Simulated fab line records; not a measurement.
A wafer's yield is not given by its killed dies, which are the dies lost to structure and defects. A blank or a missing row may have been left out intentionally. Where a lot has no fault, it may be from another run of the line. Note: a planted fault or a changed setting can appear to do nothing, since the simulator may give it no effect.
Which of the tools did it? || flow nand_harc || 12 lots, 36 wafers sampled, at 2 steps of a route of 1302

WHAT EACH GAUGE READ, for each wafer
NHARC_P_M1_THK_MEAS_24: measures by xrf.
{"lot": "L075", "measured": "day 6 17:44", "on": "film_metro-02", "thk_nm (nm)": "157.9 158.2 160.9"}
{"lot": "L077", "measured": "day 7 16:59", "on": "film_metro-01", "thk_nm (nm)": "158.0 159.9 157.7"}
{"lot": "L079", "measured": "day 8 10:10", "on": "film_metro-01", "thk_nm (nm)": "159.6 159.4 160.7"}
{"lot": "L081", "measured": "day 9 06:29", "on": "film_metro-01", "thk_nm (nm)": "156.9 156.0 158.4"}
{"lot": "L083", "measured": "day 9 22:04", "on": "film_metro-02", "thk_nm (nm)": "159.6 157.7 158.7"}
{"lot": "L085", "measured": "day 10 22:02", "on": "film_metro-01", "thk_nm (nm)": "157.7 158.7 159.7"}
{"lot": "L087", "measured": "day 11 14:20", "on": "film_metro-01", "thk_nm (nm)": "158.8 158.3 160.4"}
{"lot": "L088", "measured": "day 12 19:52", "on": "film_metro-01", "thk_nm (nm)": "156.6 158.1 158.3"}
{"lot": "L090", "measured": "day 13 14:49", "on": "film_metro-01", "thk_nm (nm)": "156.8 156.7 158.4"}
{"lot": "L094", "measured": "day 14 17:56", "on": "film_metro-02", "thk_nm (nm)": "156.1 157.0 157.8"}
{"lot": "L093", "measured": "day 15 00:01", "on": "film_metro-02", "thk_nm (nm)": "157.2 159.2 159.0"}
{"lot": "L097", "measured": "day 15 20:34", "on": "film_metro-01", "thk_nm (nm)": "157.0 156.9 157.5"}

WHAT TOOL EACH LOT RAN ON (gives the tool, then ch and the chambers of the sampled wafers, and finally the start)
{"lot": "L075", "NHARC_P_M1_ANNEAL_31": "rtp_anneal-01 ch 0, day 6 17:07"}
{"lot": "L077", "NHARC_P_M1_ANNEAL_31": "rtp_anneal-02 ch 0, day 7 16:20"}
{"lot": "L079", "NHARC_P_M1_ANNEAL_31": "rtp_anneal-01 ch 0, day 8 09:34"}
{"lot": "L081", "NHARC_P_M1_ANNEAL_31": "rtp_anneal-01 ch 0, day 9 05:50"}
{"lot": "L083", "NHARC_P_M1_ANNEAL_31": "rtp_anneal-01 ch 0, day 9 21:28"}
{"lot": "L085", "NHARC_P_M1_ANNEAL_31": "rtp_anneal-02 ch 0, day 10 21:26"}
{"lot": "L087", "NHARC_P_M1_ANNEAL_31": "rtp_anneal-01 ch 0, day 11 13:43"}
{"lot": "L088", "NHARC_P_M1_ANNEAL_31": "rtp_anneal-01 ch 0, day 12 19:18"}
{"lot": "L090", "NHARC_P_M1_ANNEAL_31": "rtp_anneal-02 ch 0, day 13 14:19"}
{"lot": "L094", "NHARC_P_M1_ANNEAL_31": "rtp_anneal-01 ch 0, day 14 17:19"}
{"lot": "L093", "NHARC_P_M1_ANNEAL_31": "rtp_anneal-02 ch 0, day 14 23:20"}
{"lot": "L097", "NHARC_P_M1_ANNEAL_31": "rtp_anneal-01 ch 0, day 15 19:54"}
- NHARC_P_M1_ANNEAL_31: time 90 s.

THE ANSWER, worked out from the rows above alone
Rule: the usual values come from the lots themselves. Put in order of their means at a reading, lots are off if they are a third of the lots or fewer, leave a main group of 4 or more, and stand apart from it by a gap of 3 or more times the standard deviation of the main group's means; of several such gaps the widest counts. The tables above print the reading to a certain number of digits; a main group whose means all agree to those digits is not used. A lot without any number at a reading at which 4 lots or more have one is off too. The other lots that the step has rows for count as sound.
None of the lots is off at any reading shown; this tells nothing.

WHAT WAS PUT IN BY THE SIMULATOR
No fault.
